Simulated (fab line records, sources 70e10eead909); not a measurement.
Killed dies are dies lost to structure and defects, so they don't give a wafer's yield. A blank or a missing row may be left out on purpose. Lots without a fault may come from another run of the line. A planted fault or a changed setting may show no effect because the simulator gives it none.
fab line records | flow nand_harc
record lots=6 wafers=16 last_day=35
route steps=1302 shown A_STAIRCASE@661 END@1302
lots that met no fault: from a run of the same line without faults
start_h: hours from the record's first day to the start of the lot's first wafer shown | wait_h: hours since the lot's step before | " the same as in the row above | L1.1+2: a row that stands for several wafers | - no value, or no start given | * or withheld: withheld | < > ~ a bound
route shown NAME@n: a module of which the file shows steps, and the number in the route of the first | usual: mean/standard deviation of fault-free wafers | same: alike in all rows | chamber/n: place in a boat | sites: the reading at each site | _std_site: their standard deviation | _edge_site: outer sites' mean less inner sites' | radius_mm: how far each site lies from the wafer's centre | mask NAME#n: copy n | behind: the tool/chamber that last shaped the wafer | hold: why the lot was held/for how many hours/how that ended | device: the transistor (n, p or np) that didn't switch | end of line: the same wafers' tests at the end of the route | a step without rows: its recipe alone | killed: dies lost to structure and defects at the first sort, not the wafer's yield | map: a wafer's dies, x killed, . not, _ none there
set.NAME: the setting as run; set.NAME@STEP: as run at that earlier step | model.NAME: the simulator's own value behind a step, which no gauge read
lots at some steps of the route; a table a step, a row a wafer
services: from which hour (start_h, from the record's first day; less than 0 if before it) a tool's chamber was out of use, for how many hours, and why
## steps
# step NHARC_A_STAIRCASE_EBR_05
# step NHARC_A_STAIRCASE_EXPOSE_06
# recipe na=0.5 dose_mj=25.43 mask_id=STAIR
# step NHARC_A_STAIRCASE_PEB_07
# recipe peb_temp_c=115 peb_time_s=130
# step NHARC_A_STAIRCASE_DEVELOP_08
# recipe time_s=140
# step NHARC_A_STAIRCASE_HARDBAKE_10
# recipe temp_c=120 time_s=140
# step NHARC_A_STAIRCASE_DESCUM_11
# recipe time_s=3 o2_flow_sccm=200 ar_flow_sccm=0 bias_power_w=0 chemistry=O2
# step NHARC_A_STAIRCASE_TRIM_12
# recipe time_s=211.2 o2_flow_sccm=500 ar_flow_sccm=0 bias_w=0 chemistry=O2
# usual drypump_motor_current_A=6.0/0.53 oes_product_au=1.001/0.011 rf_vpp_V=57.7/0.98 showerhead_plenum_p_Torr=3.49/0.13 throttle_valve_pct=17.036/0.0082
# columns lot.wafer tool chamber start_h wait_h drypump_motor_current_A oes_product_au rf_hours_counter_h rf_vpp_V showerhead_plenum_p_Torr throttle_valve_pct
L595.2 rie_diel-01 1 414.92 0.1 6.1 1.005 5 57.7 3.50 17.037
L595.3 " 0 " " 6.7 0.991 7 56.5 3.33 17.034
L595.6 " 1 " " 6.1 1.003 - 58.4 3.50 17.038
L593.1 rie_diel-05 3 421.62 0.1 5.3 0.981 1 57.7 3.61 17.020
L593.3 " 0 " " 6.0 0.995 1 57.3 3.35 17.037
L593.6 " 2 " " 5.8 0.997 - 59.5 3.30 17.025
L600.4 rie_diel-01 1 468.67 0.1 6.1 1.006 19 57.5 3.49 17.038
L600.1 " 2 " " 6.1 1.010 17 56.1 3.47 17.037
L601.1 rie_diel-01 3 491.54 0.2 6.3 1.007 24 57.0 3.48 17.026
L601.4 " 1 " " 6.1 1.014 23 57.4 3.49 17.024
L608.1 rie_diel-04 3 551.41 0.1 6.6 0.993 2 59.2 3.77 17.036
L608.3 " 0 " " 5.5 1.003 1 57.0 3.44 17.046
L608.6 " 2 " " 5.2 1.008 - 55.8 3.56 17.026
L611.1 rie_diel-04 0 586.64 0.1 5.5 1.001 12 58.7 3.43 17.052
L611.5 " 2 " " 5.3 1.013 - 57.6 3.55 17.029
L611.6 " 3 " " 6.6 0.998 - 58.6 3.77 17.048
# step NHARC_A_STAIRCASE_ETCH_13
# recipe target_depth_a=1000 time_s=40.5 ion_energy_ev=400 c4f8_flow_sccm=20 o2_flow_sccm=10 ar_flow_sccm=withheld rf_w=600 bias_w=1000 chemistry=C4F8/O2
# usual oes_product_au=0.942/0.014 rf_vpp_V=894/4.5
# columns lot.wafer tool chamber start_h wait_h oes_product_au rf_hours_counter_h rf_vpp_V
L595.3 rie_diel-01 3 - - 0.926 8 894
L595.2 " 1 " " 0.926 5 894
L595.6 " 3 " " 0.941 - 895
L593.3 rie_diel-05 1 - - 0.928 1 899
L593.1 " 3 " " 0.925 1 899
L593.6 " 1 " " 0.930 - 899
L600.1 rie_diel-01 1 - - 0.957 19 895
L600.4 " 3 " " 0.963 19 896
L601.4 rie_diel-01 3 - - 0.938 24 893
L601.1 " 0 " " 0.940 26 889
L608.1 rie_diel-04 1 - - 0.953 1 892
L608.3 " 2 " " 0.971 2 896
L608.6 " 2 " " 0.971 - 898
L611.1 rie_diel-04 2 - - 0.948 15 897
L611.6 " 2 " " 0.943 - 897
L611.5 " 3 " " 0.918 - 904
# step NHARC_A_STAIRCASE_TRIM_14
# recipe time_s=211.2 o2_flow_sccm=500 ar_flow_sccm=0 bias_w=0 chemistry=O2
# step NHARC_A_STAIRCASE_ETCH_15
# recipe target_depth_a=1000 time_s=40.5 ion_energy_ev=400 c4f8_flow_sccm=20 o2_flow_sccm=10 ar_flow_sccm=withheld rf_w=600 bias_w=1000 chemistry=C4F8/O2
# usual oes_product_au=0.943/0.013 rf_vpp_V=895/4.7
# columns lot.wafer tool chamber start_h wait_h oes_product_au rf_hours_counter_h rf_vpp_V
L595.2 rie_diel-01 0 - - 0.920 8 887
L595.3 " 1 " " 0.942 5 895
L595.6 " 3 " " 0.945 - 894
L593.1 rie_diel-05 0 - - 0.976 1 890
L593.3 " 1 " " 0.947 1 898
L593.6 " 3 " " 0.938 - 899
L600.4 rie_diel-01 1 - - 0.945 19 895
L600.1 " 2 " " 0.965 17 894
L601.1 rie_diel-01 3 - - 0.939 25 894
L601.4 " 0 " " 0.938 26 887
L608.3 rie_diel-04 3 - - 0.930 2 906
L608.1 " 2 " " 0.943 2 898
L608.6 " 0 " " 0.934 - 893
L611.1 rie_diel-04 1 - - 0.945 12 892
L611.5 " 1 " " 0.961 - 892
L611.6 " 2 " " 0.953 - 897
# step NHARC_A_STAIRCASE_TRIM_16
# recipe time_s=211.2 o2_flow_sccm=500 ar_flow_sccm=0 bias_w=0 chemistry=O2
# usual drypump_motor_current_A=6.0/0.52 oes_product_au=1.001/0.011 rf_vpp_V=57.7/0.96 showerhead_plenum_p_Torr=3.49/0.13 throttle_valve_pct=17.037/0.0085
# columns lot.wafer tool chamber start_h wait_h drypump_motor_current_A oes_product_au rf_hours_counter_h rf_vpp_V showerhead_plenum_p_Torr throttle_valve_pct
L595.2 rie_diel-01 2 - - 6.2 1.015 5 58.0 3.47 17.039
L595.3 " 3 " " 6.3 1.006 8 57.7 3.48 17.042
L595.6 " 1 " " 6.1 1.028 - 59.4 3.50 17.033
L593.1 rie_diel-05 0 - - 6.0 1.006 1 57.3 3.35 17.045
L593.3 " 2 " " 5.8 1.000 1 55.1 3.30 17.032
L593.6 " 0 " " 6.0 1.008 - 57.6 3.35 17.017
L600.1 rie_diel-01 3 - - 6.4 1.013 19 58.6 3.48 17.030
L600.4 " 0 " " 6.7 1.001 21 57.2 3.32 17.041
L601.4 rie_diel-01 3 - - 6.4 1.014 25 57.3 3.48 17.034
L601.1 " 0 " " 6.7 1.008 26 58.0 3.32 17.049
L608.1 rie_diel-04 2 - - 5.2 1.010 2 56.4 3.56 17.025
L608.3 " 1 " " 5.6 1.010 2 55.7 3.42 17.038
L608.6 " 2 " " 5.3 1.007 - 57.8 3.56 17.037
L611.1 rie_diel-04 0 - - 5.5 1.001 13 57.5 3.43 17.035
L611.6 " 1 " " 5.6 1.018 - 56.4 3.41 17.048
L611.5 " 2 " " 5.3 1.014 - 57.3 3.55 17.042
# step NHARC_A_STAIRCASE_ETCH_17
# recipe target_depth_a=1000 time_s=40.5 ion_energy_ev=400 c4f8_flow_sccm=20 o2_flow_sccm=10 ar_flow_sccm=withheld rf_w=600 bias_w=1000 chemistry=C4F8/O2
# usual oes_product_au=0.943/0.013 rf_vpp_V=895/4.5
# columns lot.wafer tool chamber start_h wait_h oes_product_au rf_hours_counter_h rf_vpp_V
L595.3 rie_diel-01 0 416.01 - 0.938 8 889
L595.2 " 3 " " 0.945 8 894
L595.6 " 1 " " 0.939 - 895
L593.1 rie_diel-05 2 422.28 - 0.957 1 886
L593.3 " 0 " " 0.947 1 889
L593.6 " 1 " " 0.928 - 899
L600.1 rie_diel-01 2 469.27 - 1.108 17 894
L600.4 " 3 " " 1.111 20 895
L601.1 rie_diel-01 3 492.40 - 1.101 25 894
L601.4 " 0 " " 1.107 26 888
L608.1 rie_diel-04 2 552.04 - 0.945 2 896
L608.3 " 3 " " 0.921 2 906
L608.6 " 2 " " 0.938 - 897
L611.1 rie_diel-04 0 587.64 - 0.935 13 893
L611.5 " 1 " " 0.941 - 892
L611.6 " 2 " " 0.957 - 897
# step NHARC_A_STAIRCASE_TRIM_18
# recipe time_s=211.2 o2_flow_sccm=500 ar_flow_sccm=0 bias_w=0 chemistry=O2
# usual drypump_motor_current_A=6.0/0.52 oes_product_au=1.002/0.01 rf_vpp_V=57.6/0.91 showerhead_plenum_p_Torr=3.49/0.13 throttle_valve_pct=17.036/0.0095
# columns lot.wafer tool chamber start_h wait_h drypump_motor_current_A oes_product_au rf_hours_counter_h rf_vpp_V showerhead_plenum_p_Torr throttle_valve_pct
L595.3 rie_diel-01 2 - - 6.2 0.998 6 56.7 3.47 17.038
L595.2 " 0 " " 6.7 1.008 8 58.0 3.33 17.047
L595.6 " 3 " " 6.3 1.008 - 58.2 3.49 17.040
L593.3 rie_diel-05 0 - - 6.0 1.000 1 57.7 3.35 17.046
L593.1 " 3 " " 5.2 1.001 1 56.4 3.61 17.036
L593.6 " 1 " " 5.0 0.989 - 58.4 3.61 17.035
L600.4 rie_diel-01 2 - - 6.2 1.006 17 59.1 3.47 17.035
L600.1 " 0 " " 6.7 1.001 21 56.6 3.32 17.027
L601.4 rie_diel-01 1 - - 6.1 1.008 23 58.0 3.49 17.040
L601.1 " 2 " " 6.2 0.997 21 58.6 3.46 17.028
L608.3 rie_diel-04 2 - - 5.2 0.999 2 58.1 3.56 17.022
L608.1 " 1 " " 5.6 1.011 2 58.0 3.42 17.016
L608.6 " 3 " " 6.6 0.984 - 57.9 3.77 17.029
L611.1 rie_diel-04 3 - - 6.6 0.984 17 58.7 3.77 17.037
L611.5 " 2 " " 5.2 1.019 - 56.6 3.55 17.044
L611.6 " 3 " " 6.6 0.983 - 57.4 3.77 17.034
# step NHARC_END_SORT_01
# recipe temp_c=25
# usual killed_at_array=62/22 killed_at_other=1.0/1.4 killed_at_periphery=4.2/2.8 killed_dies=67/23 killed_open=3.1/1.7 killed_short=2.1/1.5
# same gross_dies=677
# columns lot.wafer tool chamber start_h wait_h killed_at_array killed_at_other killed_at_periphery killed_dies killed_open killed_short
L595.2 prober-02 0 621.46 2.8 92 0 11 103 5 1
L595.3 prober-02 0 622.27 3.1 102 0 6 108 7 1
L595.6 prober-02 0 624.68 4.0 71 0 6 77 4 3
L593.1 prober-01 0 629.74 2.5 94 0 2 96 2 2
L593.3 prober-01 0 631.34 3.1 103 0 4 107 4 0
L593.6 prober-01 0 633.74 4.0 86 1 2 89 3 2
L601.1 prober-02 0 706.44 2.5 471 0 9 480 7 0
L601.4 prober-02 0 708.84 3.4 608 0 6 614 2 3
L608.1 prober-02 0 748.64 2.5 69 1 1 71 2 1
L608.3 prober-02 0 750.23 3.1 71 2 3 76 3 2
L608.6 prober-02 0 752.61 4.0 78 2 5 85 3 3
L611.1 prober-02 0 824.05 2.5 95 0 5 100 1 2
L611.5 prober-02 0 827.25 3.7 89 1 6 96 6 2
L611.6 prober-02 0 828.05 4.0 88 0 2 90 3 4
# killed by level:class
L595.2 A_CHANNEL_HOLE_D1:chamber_film_flake=32 A_SLIT:chamber_film_flake=26 A_CHANNEL_HOLE_D2:chamber_film_flake=25 P_M0:chamber_film_flake=8 A_CONTACT:chamber_film_flake=3 A_CHANNEL_FILL_D1:geometric_particle:open=2 P_M0:geometric_particle:open=1 A_ONON_D1:geometric_particle:open=1
L595.3 A_CHANNEL_HOLE_D2:chamber_film_flake=31 A_SLIT:chamber_film_flake=30 A_CHANNEL_HOLE_D1:chamber_film_flake=29 A_ZERO_WELL:chamber_film_flake=3 P_GATE:chamber_film_flake=2 A_CONTACT:chamber_film_flake=2 P_STI:geometric_particle:open=1 P_GATE:geometric_particle:open=1
L595.6 A_SLIT:chamber_film_flake=29 A_CHANNEL_HOLE_D1:chamber_film_flake=21 A_CHANNEL_HOLE_D2:chamber_film_flake=15 A_CONTACT:chamber_film_flake=2 P_STI:geometric_particle:open=1 P_M0:geometric_particle:short=1 P_M0:geometric_particle:open=1 P_M1:geometric_particle:open=1
L593.1 A_SLIT:chamber_film_flake=32 A_CHANNEL_HOLE_D1:chamber_film_flake=28 A_CHANNEL_HOLE_D2:chamber_film_flake=26 A_CONTACT:chamber_film_flake=3 A_CHANNEL_FILL_D2:geometric_particle:open=2 P_M1:chamber_film_flake=2 A_CHANNEL_FILL_D1:geometric_particle:short=1 A_BLC:geometric_particle:short=1
L593.3 A_CHANNEL_HOLE_D2:chamber_film_flake=33 A_CHANNEL_HOLE_D1:chamber_film_flake=31 A_SLIT:chamber_film_flake=26 A_CONTACT:chamber_film_flake=6 P_M1:chamber_film_flake=4 A_CHANNEL_FILL_D1:geometric_particle:open=2 A_DECK1_JOINT:chamber_film_flake=2 A_ONON_D1:geometric_particle:open=1
L593.6 A_SLIT:chamber_film_flake=31 A_CHANNEL_HOLE_D2:chamber_film_flake=24 A_CHANNEL_HOLE_D1:chamber_film_flake=19 A_WL_FILL:geometric_particle:short=2 A_DECK1_JOINT:chamber_film_flake=2 A_CONTACT:chamber_film_flake=2 A_CHANNEL_FILL_D2:chamber_film_flake=1 A_ONON_D1:geometric_particle:open=1
L601.1 A_STAIRCASE:area_etch=389 A_CHANNEL_HOLE_D1:chamber_film_flake=34 A_CHANNEL_HOLE_D2:chamber_film_flake=24 A_CONTACT:chamber_film_flake=5 A_SGD_CUT:chamber_film_flake=4 A_CHANNEL_FILL_D2:chamber_film_flake=4 P_STI:chamber_film_flake=3 P_GATE:chamber_film_flake=3
L601.4 A_STAIRCASE:area_etch=544 A_CHANNEL_HOLE_D1:chamber_film_flake=27 A_CHANNEL_HOLE_D2:chamber_film_flake=18 A_SLIT:chamber_film_flake=5 P_GATE:chamber_film_flake=4 A_SGD_CUT:chamber_film_flake=4 A_CONTACT:chamber_film_flake=2 P_M0:geometric_particle:open=1
L608.1 A_CHANNEL_HOLE_D2:chamber_film_flake=25 A_CHANNEL_HOLE_D1:chamber_film_flake=21 A_CONTACT:chamber_film_flake=8 A_SLIT:chamber_film_flake=4 A_BLC:chamber_film_flake=3 A_STAIRCASE:chamber_film_flake=2 A_WL_FILL:chamber_film_flake=2 A_CHANNEL_FILL_D1:geometric_particle:open=1
L608.3 A_CHANNEL_HOLE_D2:chamber_film_flake=31 A_CHANNEL_HOLE_D1:chamber_film_flake=16 A_SLIT:chamber_film_flake=8 A_BLC:chamber_film_flake=4 A_STAIRCASE:chamber_film_flake=3 P_GATE:chamber_film_flake=2 A_CONTACT:chamber_film_flake=2 THIN_TSV:chamber_film_flake=2
L608.6 A_CHANNEL_HOLE_D2:chamber_film_flake=36 A_CHANNEL_HOLE_D1:chamber_film_flake=24 A_CONTACT:chamber_film_flake=4 A_STAIRCASE:chamber_film_flake=3 A_BLC:chamber_film_flake=3 A_WL_FILL:geometric_particle:short=2 P_GATE:chamber_film_flake=2 A_SLIT:chamber_film_flake=2
L611.1 A_CHANNEL_HOLE_D2:chamber_film_flake=33 A_SLIT:chamber_film_flake=32 A_CHANNEL_HOLE_D1:chamber_film_flake=14 A_CONTACT:chamber_film_flake=6 P_M0:geometric_particle:short=2 P_GATE:chamber_film_flake=2 A_CHANNEL_FILL_D2:chamber_film_flake=2 A_STAIRCASE:chamber_film_flake=2
L611.5 A_SLIT:chamber_film_flake=33 A_CHANNEL_HOLE_D2:chamber_film_flake=27 A_CHANNEL_HOLE_D1:chamber_film_flake=17 A_CONTACT:chamber_film_flake=5 A_STAIRCASE:chamber_film_flake=3 P_GATE:geometric_particle:open=1 P_M0:geometric_particle:short=1 P_M0:geometric_particle:open=1
L611.6 A_SLIT:chamber_film_flake=26 A_CHANNEL_HOLE_D2:chamber_film_flake=25 A_CHANNEL_HOLE_D1:chamber_film_flake=13 A_CONTACT:chamber_film_flake=9 A_STAIRCASE:chamber_film_flake=5 A_CHANNEL_FILL_D2:geometric_particle:short=2 A_M0:geometric_particle:open=2 A_WL_FILL:chamber_film_flake=2
# map L601.4 (x killed, . not)
____________x____________
_________xxxxxxx_________
_______xxxxxxx.xxx_______
______xxxx.xxxxxx.x______
_____xxxxxxxxxxxxx.x_____
____xxxx.xx.xx..xx...____
____xxxxxxxxxxxxxx.xx____
___xxxxxxx.xxxxx..xxx.___
___xxxxxxxxxxx.xxxxx.x___
__xxxxx.xx.xx.xxxx.xxxx__
__xxxxxxxxxxx..xxxxx..x__
_xxxxxxxxxxxxxxx.x..xxxx_
_xxxxxxxxxxxxxxx.xxx.xxx_
_xxxxxxxx.xxxxxxxxxxxxxx_
_xxxxxxxxxx.x..x.x.xxxxx_
_xxxxxxxx.xxxxxxxxx..xxx_
xxxxxxxxxxxxxxxxxxxx.xxxx
xxxxxxxxxxxxxx..x.....xx.
xxxxxxxxxxxxxxxxxxx.xxxxx
xxxxxxxxxxxxxxxxxxxx.xxxx
xxxxxxxxxxxxxxx.xx..xxxxx
_xxxxxxx.xxxx.xx.xxxxx.x_
_xxxxxxxxxxxxxxxxxxxxxxx_
_xxxxxxxxxxxxxxxxx.xxxxx_
_xxxxxxxxxx.xxxxxxxxxxxx_
_xxxxxxxxxxxxxxxxxxxxxxx_
__xxxxxxxxxxxxxxxxxxxxx__
__xxxxxxxxxxxxxxxxxxxxx__
___xxxxx.xxxxxxxxxx.xx___
___xxxxxxxxxxxx.xxxxxx___
____xxxxxxxxxxxxxxxxx____
____xxxxxxxxxxxxxxxxx____
_____xxxxxxxxxxxxxxx_____
______xxxxxxxxxxxxx______
_______xxxxxxxxxxx_______
_________xxxxxxx_________
____________x____________
# map L595.3 (x killed, . not)
____________.____________
_________...xxx._________
_______x.........._______
______xxx.....x....______
_____x.xx..........._____
____xxx.xx...........____
____.xxxxx...........____
___.xxxxxx............___
___.xxx.xx............___
__.x...xx............xx__
__...x.............xx.x__
_...................xx.._
_.................xxxxxx_
_.................xxxxxx_
_........x..........xxx._
_..x................xxx._
.................x.x..x..
.............x.....xxxx..
.........................
.........................
...................x.....
_..............x........_
_.....x................._
_......................._
_.x....................._
_......................._
__..x.......x..........__
__......x.x............__
___......xx...........___
___.....xx.x..........___
____....xxxx.x.......____
____....xxxxxx.......____
_____x.x...x........_____
______xx..xx....x..______
_______...xxx....._______
_________x..x..._________
____________.____________
## services
# columns tool chamber start_h hours kind
rie_diel-01 0 391.01 - clean
rie_diel-01 1 391.01 - clean
rie_diel-01 2 391.01 - clean
rie_diel-01 3 391.01 - clean
rie_diel-05 1 404.34 10.2 repair
rie_diel-05 - 407.70 9.0 pm
rie_diel-01 0 415.55 - clean
rie_diel-01 1 415.55 - clean
rie_diel-01 2 415.55 - clean
rie_diel-01 3 415.55 - clean
rie_diel-01 2 418.37 5.0 repair
rie_diel-01 3 432.83 5.4 repair
rie_diel-01 0 440.05 - clean
rie_diel-01 1 440.05 - clean
rie_diel-01 2 440.05 - clean
rie_diel-01 3 440.05 - clean
rie_diel-01 0 464.57 - clean
rie_diel-01 3 518.23 14.8 repair
rie_diel-04 - 533.38 9.0 pm
rie_diel-01 1 541.13 11.0 repair
rie_diel-05 0 541.14 4.4 repair
rie_diel-01 - 559.01 9.0 pm
rie_diel-05 0 571.25 7.7 repair
rie_diel-05 - 584.74 9.0 pm
## key
first_sign step=NHARC_A_STAIRCASE_ETCH_17 reading=oes_product_au direction=up sigmas=13 usual=0.943 struck=1.107
effect step=NHARC_END_SORT_01 reading=killed_at_array direction=up sigmas=21 usual=62 struck=540
more_kills_born_at NHARC_A_STAIRCASE_ETCH_17@rie_diel-01=933
met_at NHARC_A_STAIRCASE_ETCH_17
struck_wafers L600.1,L600.4,L601.1,L601.4
later_rows_left_out L600.1,L600.4,L601.1,L601.4
sort_left_out L600.1,L600.4
tester_left_out L600,L601
onset_between 416.01 469.27
fault kind=process_parameter_drift tool=rie_diel-01 chamber=- onset_h=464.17 steps=NHARC_A_STAIRCASE_ETCH_17 channel=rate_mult offset=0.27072 shape=step end_h=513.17 scope=struck_wafers_only
# tester_left_out: of these lots the tester's yield and bins aren't shown, on N5 and GAA mostly nor the transistor test; their killed dies are dies lost to structure and defects alone, not to doping, threshold or leakage, so they don't give the yield
# sort_left_out: the simulated sort isn't trusted on such a fault, so these wafers' sort isn't shown, and their yield isn't known
# later_rows_left_out: the simulator's readings of these wafers behind a module that went badly wrong aren't trusted and aren't shown, but for the sort
